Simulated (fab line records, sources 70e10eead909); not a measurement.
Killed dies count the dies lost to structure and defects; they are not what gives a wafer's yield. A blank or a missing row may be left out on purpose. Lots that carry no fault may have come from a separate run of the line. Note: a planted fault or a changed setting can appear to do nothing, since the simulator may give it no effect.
Matching of chambers	flow nand harc	4 sister chambers for NHARC_P_CONTACT_ETCH_35 on rie diel-04
The step etches the open film in CF4, target depth 39 nm, time 65 s. 4 wafers are shown with their chamber, then 7 later ones without.

WAFERS, EACH WITH ITS CHAMBER
wafer	chamber	drypump motor current A (A)
L079.3	0	5.7
L086.4	1	6.1
L092.3	2	6.2
L092.4	3	6.4

WAFERS WHOSE CHAMBER IS MISSING
wafer	drypump motor current A (A)
L092.5	6.4
L094.1	6.5
L094.2	6.1
L094.6	6.2
L095.2	5.7
L095.5	6.1
L095.6	5.7

THE CHAMBER EACH PASSED THROUGH
wafer	from the rows above	in truth
L092.5	3	3
L094.1	3	3
L094.2	1	1
L094.6	2	2
L095.2	0	0
L095.5	1	1
L095.6	0	0
Placed correctly: 7 of 7. Number that these rows cannot place: 0. 0 placed wrongly.
How it was worked out, from the rows above alone: a wafer's distance from a chamber is the root of the sum, over the readings, of the square of ((its reading less the chamber's mean) divided by the reading's scatter). If the next closest chamber is less than 2 further off than the closest, the wafer can't be placed; otherwise it belongs to the closest. Each chamber's mean is taken over the wafers shown for it. The scatter: root of mean squared gap, hidden wafer to nearest shown wafer, with one shown wafer a chamber.
